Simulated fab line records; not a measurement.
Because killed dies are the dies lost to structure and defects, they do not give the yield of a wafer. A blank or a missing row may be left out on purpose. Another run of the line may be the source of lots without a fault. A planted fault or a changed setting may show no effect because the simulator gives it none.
The tool behind it: which one? :: flow n5 finfet :: 24 wafers from 9 lots sampled at 9 of the route's 1938 steps

WHAT THE GAUGES SHOWED, per wafer
N5_BEOL_M3_THK_MEAS_01.
lot: L223
measured: day 6 20:39
on: film metro-01
M3_ILD_THK (nm): 77.3 78.7 78.5

lot: L224
measured: day 7 10:07
on: film metro-01
M3_ILD_THK (nm): 78.3 77.8 78.6

lot: L227
measured: day 8 11:59
on: film metro-02
M3_ILD_THK (nm): 79.5 80.1 81.0

lot: L231
measured: day 8 19:03
on: film metro-01
M3_ILD_THK (nm): 78.2 78.3 78.7

lot: L233
measured: day 9 01:51
on: film metro-01
M3_ILD_THK (nm): 78.0 78.6 77.9

lot: L239
measured: day 10 22:26
on: film metro-01
M3_ILD_THK (nm): 79.2 79.3

lot: L240
measured: day 10 23:17
on: film metro-02
M3_ILD_THK (nm): 77.8 79.1

lot: L243
measured: day 12 00:43
on: film metro-01
M3_ILD_THK (nm): 80.0 80.1

lot: L246
measured: day 12 17:55
on: film metro-02
M3_ILD_THK (nm): 79.3 80.5 80.3

N5_BEOL_M3_OVL_MEAS_29.
lot: L223
measured: day 6 23:25
on: overlay-01
V2_OVL (nm): -0.1 -0.9 -1.0

lot: L224
measured: day 7 12:19
on: overlay-01
V2_OVL (nm): -0.3 0.1 -1.5

lot: L227
measured: day 8 15:31
on: overlay-01
V2_OVL (nm): -0.5 -2.1 -0.3

lot: L231
measured: day 8 21:43
on: overlay-01
V2_OVL (nm): 0.7 0.0 0.9

lot: L233
measured: day 9 04:40
on: overlay-01
V2_OVL (nm): 0.3 -0.4 0.2

lot: L239
measured: day 11 00:03
on: overlay-02
V2_OVL (nm): 0.2 -0.3

lot: L240
measured: day 11 00:44
on: overlay-02
V2_OVL (nm): -2.4 -0.9

lot: L243
measured: day 12 03:44
on: overlay-02
V2_OVL (nm): -0.7 0.5

lot: L246
measured: day 12 20:19
on: overlay-01
V2_OVL (nm): 0.0 0.3 -0.1

N5_BEOL_M3_OCD_MEAS_38.
lot: L223
measured: day 7 00:12
on: ocd-02
trench depth nm (nm): 56.7 54.9 55.7

lot: L224
measured: day 7 13:48
on: ocd-02
trench depth nm (nm): 54.5 56.1 54.6

lot: L227
measured: day 8 17:36
on: ocd-02
trench depth nm (nm): 53.7 55.1 55.2

lot: L231
measured: day 8 23:45
on: ocd-01
trench depth nm (nm): 54.6 56.3 56.0

lot: L233
measured: day 9 05:55
on: ocd-02
trench depth nm (nm): 56.1 57.4 58.2

lot: L239
measured: day 11 03:20
on: ocd-02
trench depth nm (nm): 56.9 2.3

lot: L240
measured: day 11 03:30
on: ocd-02
trench depth nm (nm): 55.5 1.6

lot: L243
measured: day 12 05:41
on: ocd-02
trench depth nm (nm): 56.4 0.2

lot: L246
measured: day 12 22:52
on: ocd-02
trench depth nm (nm): 57.2 54.4 57.1

N5_BEOL_M3_CD_MEAS_35: target cd 18 nm, target cd y 21 nm.
lot: L223
measured: day 7 00:22
on: cd sem-02
cd nm (nm): 18.0 17.5 17.9

lot: L224
measured: day 7 13:58
on: cd sem-03
cd nm (nm): 17.8 17.8 18.5

lot: L227
measured: day 8 17:45
on: cd sem-02
cd nm (nm): 17.8 18.0 18.0

lot: L231
measured: day 8 23:54
on: cd sem-01
cd nm (nm): 18.6 18.2 18.2

lot: L233
measured: day 9 06:04
on: cd sem-01
cd nm (nm): 18.2 18.7 18.0

lot: L239
measured: day 11 03:29
on: cd sem-02
cd nm (nm): 18.7 -

lot: L240
measured: day 11 03:40
on: cd sem-01
cd nm (nm): 18.1 -

lot: L243
measured: day 12 05:51
on: cd sem-01
cd nm (nm): 18.4 -

lot: L246
measured: day 12 23:01
on: cd sem-03
cd nm (nm): 18.3 17.3 18.7

N5_BEOL_M3_THK_MEAS_53: measures by xrf.
lot: L223
measured: day 7 05:13
on: film metro-01
M3_THK (nm): 38.7 39.7 41.2

lot: L224
measured: day 7 17:28
on: film metro-01
M3_THK (nm): 39.6 37.5 39.5

lot: L227
measured: day 8 21:12
on: film metro-01
M3_THK (nm): 40.7 41.6 42.9

lot: L231
measured: day 9 03:32
on: film metro-02
M3_THK (nm): 38.7 38.7 40.2

lot: L233
measured: day 9 10:20
on: film metro-01
M3_THK (nm): 38.9 40.3 38.9

lot: L239
measured: day 11 07:11
on: film metro-01
M3_THK (nm): 42.5 -

lot: L240
measured: day 11 08:20
on: film metro-01
M3_THK (nm): 38.3 -

lot: L243
measured: day 12 09:30
on: film metro-01
M3_THK (nm): 41.4 -

lot: L246
measured: day 13 02:35
on: film metro-02
M3_THK (nm): 39.3 40.6 40.9

N5_BEOL_M4_RC_MEAS_101.
lot: L223
measured: day 7 15:10
on: prober-02
DIBL_N (mV/V): 34.6 32.9 34.0
DIBL_P (mV/V): 35.2 34.3 36.4
IOFF_N (nA/um): 0.150 0.119 0.145
IOFF_P (nA/um): 0.16 0.15 0.17
ION_N (uA/um): 674 660 677
ION_P (uA/um): 449 454 459
SS_N (mV/dec): 71.1 70.7 71.5
SS_P (mV/dec): 72.6 72.5 73.4
VT_N (mV): 252 253 251
VT_P (mV): -258 -257 -255

lot: L224
measured: day 8 02:58
on: prober-01
DIBL_N (mV/V): 37.7 36.9 36.8
DIBL_P (mV/V): 38.6 36.7 37.4
IOFF_N (nA/um): 0.156 0.151 0.145
IOFF_P (nA/um): 0.22 0.20 0.21
ION_N (uA/um): 647 672 674
ION_P (uA/um): 451 461 464
SS_N (mV/dec): 72.1 70.9 70.4
SS_P (mV/dec): 73.9 72.5 73.5
VT_N (mV): 252 252 250
VT_P (mV): -247 -248 -248

lot: L227
measured: day 9 07:14
on: prober-01
DIBL_N (mV/V): 36.3 35.4 36.7
DIBL_P (mV/V): 37.7 38.2 37.9
IOFF_N (nA/um): 0.161 0.152 0.165
IOFF_P (nA/um): 0.19 0.20 0.19
ION_N (uA/um): 686 674 671
ION_P (uA/um): 464 463 461
SS_N (mV/dec): 71.5 71.5 71.0
SS_P (mV/dec): 72.9 72.6 73.1
VT_N (mV): 250 252 250
VT_P (mV): -256 -254 -256

lot: L231
measured: day 9 12:13
on: prober-01
DIBL_N (mV/V): 33.9 36.2 36.4
DIBL_P (mV/V): 31.6 35.5 35.4
IOFF_N (nA/um): 0.107 0.157 0.153
IOFF_P (nA/um): 0.17 0.23 0.22
ION_N (uA/um): 652 682 667
ION_P (uA/um): 459 474 462
SS_N (mV/dec): 70.5 71.4 71.6
SS_P (mV/dec): 72.6 73.2 73.1
VT_N (mV): 255 250 250
VT_P (mV): -251 -246 -247

lot: L233
measured: day 10 05:30
on: prober-01
DIBL_N (mV/V): 38.0 34.9 33.6
DIBL_P (mV/V): 37.4 34.3 32.3
IOFF_N (nA/um): 0.178 0.117 0.105
IOFF_P (nA/um): 0.21 0.17 0.14
ION_N (uA/um): 676 656 661
ION_P (uA/um): 456 454 450
SS_N (mV/dec): 71.5 71.0 69.8
SS_P (mV/dec): 73.8 73.0 72.1
VT_N (mV): 252 255 255
VT_P (mV): -254 -252 -256

lot: L239
measured: day 11 22:31
on: prober-01
DIBL_N (mV/V): 37.7
DIBL_P (mV/V): 38.3
IOFF_N (nA/um): 0.189
IOFF_P (nA/um): 0.22
ION_N (uA/um): 685
ION_P (uA/um): 463
SS_N (mV/dec): 71.8
SS_P (mV/dec): 74.0
VT_N (mV): 249
VT_P (mV): -252

lot: L240
measured: day 12 00:12
on: prober-02
DIBL_N (mV/V): 38.4
DIBL_P (mV/V): 39.2
IOFF_N (nA/um): 0.153
IOFF_P (nA/um): 0.18
ION_N (uA/um): 669
ION_P (uA/um): 448
SS_N (mV/dec): 71.5
SS_P (mV/dec): 74.0
VT_N (mV): 255
VT_P (mV): -254

lot: L243
measured: day 12 19:14
on: prober-02
DIBL_N (mV/V): 36.4
DIBL_P (mV/V): 33.2
IOFF_N (nA/um): 0.145
IOFF_P (nA/um): 0.16
ION_N (uA/um): 671
ION_P (uA/um): 454
SS_N (mV/dec): 71.8
SS_P (mV/dec): 73.0
VT_N (mV): 253
VT_P (mV): -257

lot: L246
measured: day 13 22:43
on: prober-02
DIBL_N (mV/V): 34.5 35.1 35.3
DIBL_P (mV/V): 34.1 35.6 35.2
IOFF_N (nA/um): 0.145 0.163 0.164
IOFF_P (nA/um): 0.19 0.21 0.21
ION_N (uA/um): 673 687 692
ION_P (uA/um): 471 470 469
SS_N (mV/dec): 70.7 70.5 70.9
SS_P (mV/dec): 72.4 72.9 72.9
VT_N (mV): 249 246 247
VT_P (mV): -249 -247 -247

EACH LOT AND THE TOOL THAT RAN IT (in order: tool; ch and the chambers of the sampled wafers; start)
lot: L223
N5_BEOL_M3_HM_DEP_02: pvd sputter-01, day 6 21:32
N5_BEOL_M3_ETCHBACK_99: rie diel-04 ch 0,1, day 6 23:49
N5_BEOL_M3_TRENCH_ETCH_37: rie diel-04 ch 0,1, day 7 00:12 or earlier

lot: L224
N5_BEOL_M3_HM_DEP_02: pvd sputter-01, day 7 10:52
N5_BEOL_M3_ETCHBACK_99: rie diel-02 ch 2,3, day 7 13:25
N5_BEOL_M3_TRENCH_ETCH_37: rie diel-02 ch 2,3, day 7 13:48 or earlier

lot: L227
N5_BEOL_M3_HM_DEP_02: pvd sputter-02, day 8 14:13
N5_BEOL_M3_ETCHBACK_99: rie diel-02 ch 0,1,2, day 8 17:13
N5_BEOL_M3_TRENCH_ETCH_37: rie diel-02 ch 0,1,2, day 8 17:36 or earlier

lot: L231
N5_BEOL_M3_HM_DEP_02: pvd sputter-01, day 8 20:08
N5_BEOL_M3_ETCHBACK_99: rie diel-04 ch 0,3, day 8 23:22
N5_BEOL_M3_TRENCH_ETCH_37: rie diel-04 ch 0,3, day 8 23:45 or earlier

lot: L233
N5_BEOL_M3_HM_DEP_02: pvd sputter-01, day 9 03:05
N5_BEOL_M3_ETCHBACK_99: rie diel-01 ch 0,1,3, day 9 05:31
N5_BEOL_M3_TRENCH_ETCH_37: rie diel-01 ch 0,1,3, day 9 05:55 or earlier

lot: L239
N5_BEOL_M3_HM_DEP_02: pvd sputter-01, day 10 22:46
N5_BEOL_M3_ETCHBACK_99: rie diel-04 ch 1,2, day 11 02:57
N5_BEOL_M3_TRENCH_ETCH_37: rie diel-04 ch 1,2, day 11 03:20 or earlier

lot: L240
N5_BEOL_M3_HM_DEP_02: pvd sputter-01, day 10 23:27
N5_BEOL_M3_ETCHBACK_99: rie diel-02 ch 3, day 11 03:07
N5_BEOL_M3_TRENCH_ETCH_37: rie diel-02 ch 3, day 11 03:30 or earlier

lot: L243
N5_BEOL_M3_HM_DEP_02: pvd sputter-01, day 12 02:15
N5_BEOL_M3_ETCHBACK_99: rie diel-02 ch 3, day 12 05:17
N5_BEOL_M3_TRENCH_ETCH_37: rie diel-02 ch 3, day 12 05:41 or earlier

lot: L246
N5_BEOL_M3_HM_DEP_02: pvd sputter-02, day 12 18:45
N5_BEOL_M3_ETCHBACK_99: rie diel-04 ch 1,2,3, day 12 22:29
N5_BEOL_M3_TRENCH_ETCH_37: rie diel-04 ch 1,2,3, day 12 22:52 or earlier
- N5_BEOL_M3_HM_DEP_02: deposits TiN, target thk 20 nm.
- N5_BEOL_M3_ETCHBACK_99: etches SiO2 in CHF3, target depth 5 nm, time 10.4 s.
- N5_BEOL_M3_TRENCH_ETCH_37: etches SiOC in C4F6/O2, target depth 55.555 nm, time 29.2 s.

AS READ BY THE TOOLS THEMSELVES (means over the sampled wafers that have a number; for cases with no such wafer, the mark the record gives instead)
N5_BEOL_M3_HM_DEP_02.
lot: L223
tool: pvd sputter-01
throttle valve pct (%): 31.3

lot: L224
tool: pvd sputter-01
throttle valve pct (%): 31.4

lot: L227
tool: pvd sputter-02
throttle valve pct (%): 29.7

lot: L231
tool: pvd sputter-01
throttle valve pct (%): 31.4

lot: L233
tool: pvd sputter-01
throttle valve pct (%): 30.7

lot: L239
tool: pvd sputter-01
throttle valve pct (%): 30.3

lot: L240
tool: pvd sputter-01
throttle valve pct (%): 31.2

lot: L243
tool: pvd sputter-01
throttle valve pct (%): 30.3

lot: L246
tool: pvd sputter-02
throttle valve pct (%): 30.1

N5_BEOL_M3_ETCHBACK_99.
lot: L223
tool: rie diel-04
drypump motor current A (A): 5.3
oes product au (a.u.): 0.89
rf vpp V (V): 240
showerhead plenum p Torr (Torr): 2.14
throttle valve pct (%): 16.87

lot: L224
tool: rie diel-02
drypump motor current A (A): 5.0
oes product au (a.u.): 0.83
rf vpp V (V): 240
showerhead plenum p Torr (Torr): 2.12
throttle valve pct (%): 17.03

lot: L227
tool: rie diel-02
drypump motor current A (A): 5.7
oes product au (a.u.): 0.71
rf vpp V (V): 238
showerhead plenum p Torr (Torr): 2.20
throttle valve pct (%): 17.10

lot: L231
tool: rie diel-04
drypump motor current A (A): 5.6
oes product au (a.u.): 0.85
rf vpp V (V): 240
showerhead plenum p Torr (Torr): 2.08
throttle valve pct (%): 16.98

lot: L233
tool: rie diel-01
drypump motor current A (A): 5.7
oes product au (a.u.): 0.84
rf vpp V (V): 241
showerhead plenum p Torr (Torr): 2.20
throttle valve pct (%): 16.87

lot: L239
tool: rie diel-04
drypump motor current A (A): 4.9
oes product au (a.u.): 0.65
rf vpp V (V): 241
showerhead plenum p Torr (Torr): 2.25
throttle valve pct (%): 16.78

lot: L240
tool: rie diel-02
drypump motor current A (A): 4.9
oes product au (a.u.): 0.58
rf vpp V (V): 237
showerhead plenum p Torr (Torr): 2.10
throttle valve pct (%): 17.08

lot: L243
tool: rie diel-02
drypump motor current A (A): 5.0
oes product au (a.u.): 0.57
rf vpp V (V): 236
showerhead plenum p Torr (Torr): 2.09
throttle valve pct (%): 17.09

lot: L246
tool: rie diel-04
drypump motor current A (A): 5.3
oes product au (a.u.): 0.82
rf vpp V (V): 239
showerhead plenum p Torr (Torr): 2.16
throttle valve pct (%): 17.02

N5_BEOL_M3_TRENCH_ETCH_37.
lot: L223
tool: rie diel-04
C4F6_flow_sccm (sccm): 9.975
drypump motor current A (A): 5.3
oes product au (a.u.): 0.89
rf vpp V (V): 666
showerhead plenum p Torr (Torr): 2.84
throttle valve pct (%): 20.67

lot: L224
tool: rie diel-02
C4F6_flow_sccm (sccm): 9.984
drypump motor current A (A): 5.0
oes product au (a.u.): 0.82
rf vpp V (V): 664
showerhead plenum p Torr (Torr): 2.81
throttle valve pct (%): 20.84

lot: L227
tool: rie diel-02
C4F6_flow_sccm (sccm): 10.011
drypump motor current A (A): 5.7
oes product au (a.u.): 0.71
rf vpp V (V): 660
showerhead plenum p Torr (Torr): 2.91
throttle valve pct (%): 20.84

lot: L231
tool: rie diel-04
C4F6_flow_sccm (sccm): 9.965
drypump motor current A (A): 5.6
oes product au (a.u.): 0.85
rf vpp V (V): 665
showerhead plenum p Torr (Torr): 2.75
throttle valve pct (%): 20.77

lot: L233
tool: rie diel-01
C4F6_flow_sccm (sccm): 9.996
drypump motor current A (A): 5.7
oes product au (a.u.): 0.84
rf vpp V (V): 662
showerhead plenum p Torr (Torr): 2.91
throttle valve pct (%): 20.65

lot: L239
tool: rie diel-04
C4F6_flow_sccm (sccm): 10.005
drypump motor current A (A): 4.9
oes product au (a.u.): 0.92
rf vpp V (V): 663
showerhead plenum p Torr (Torr): 2.96
throttle valve pct (%): 20.63

lot: L240
tool: rie diel-02
C4F6_flow_sccm (sccm): 9.975
drypump motor current A (A): 5.0
oes product au (a.u.): 0.84
rf vpp V (V): 656
showerhead plenum p Torr (Torr): 2.78
throttle valve pct (%): 20.92

lot: L243
tool: rie diel-02
C4F6_flow_sccm (sccm): 9.973
drypump motor current A (A): 5.0
oes product au (a.u.): 0.83
rf vpp V (V): 656
showerhead plenum p Torr (Torr): 2.77
throttle valve pct (%): 20.95

lot: L246
tool: rie diel-04
C4F6_flow_sccm (sccm): 10.016
drypump motor current A (A): 5.2
oes product au (a.u.): 0.82
rf vpp V (V): 664
showerhead plenum p Torr (Torr): 2.86
throttle valve pct (%): 20.79

THE ANSWER, worked out from the rows above alone
Rule: the lots themselves supply what counts as usual. The widest of any qualifying gaps counts: lots, ordered by their means at a reading, are off when they make up no more than a third of the lots, leave a main group of 4 or more, and stand apart from it by 3 or more times the standard deviation of that group's means. Not used: any main group whose means are identical at the precision the tables above print for the reading. Also off: a lot with no number at a reading for which 4 or more lots have one. The other lots that the step has rows for count as sound. The gauges are gone through in route order, then the tools' own readings, and for those a lot's mean is taken as printed above. At the first step where some lot is off, the reading lying furthest off is the one used; lots without a number count as furthest.
Off: L239, L240, L243, at N5_BEOL_M3_OCD_MEAS_38 (trench depth nm). For the main group the mean is 55.8 nm and the standard deviation 0.83.
A tool fits if, at a process step before that reading, it ran every lot that is off, and no sound lot after the first of them. Those tools and the gauges at N5_BEOL_M3_OCD_MEAS_38 are tried in the same way. With no start given for some of its lots, N5_BEOL_M3_TRENCH_ETCH_37 uses the hours and lot order of N5_BEOL_M3_OCD_MEAS_38. One fits: pvd sputter-01 at N5_BEOL_M3_HM_DEP_02. A fault onset in the window from L233 (day 9 03:05, its last sound lot) to L239 (day 10 22:46, its first lot off) fits.

WHAT THE SIMULATOR PUT IN
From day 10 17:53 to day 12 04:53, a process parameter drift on pvd sputter-01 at N5_BEOL_M3_HM_DEP_02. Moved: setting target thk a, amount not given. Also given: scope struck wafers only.
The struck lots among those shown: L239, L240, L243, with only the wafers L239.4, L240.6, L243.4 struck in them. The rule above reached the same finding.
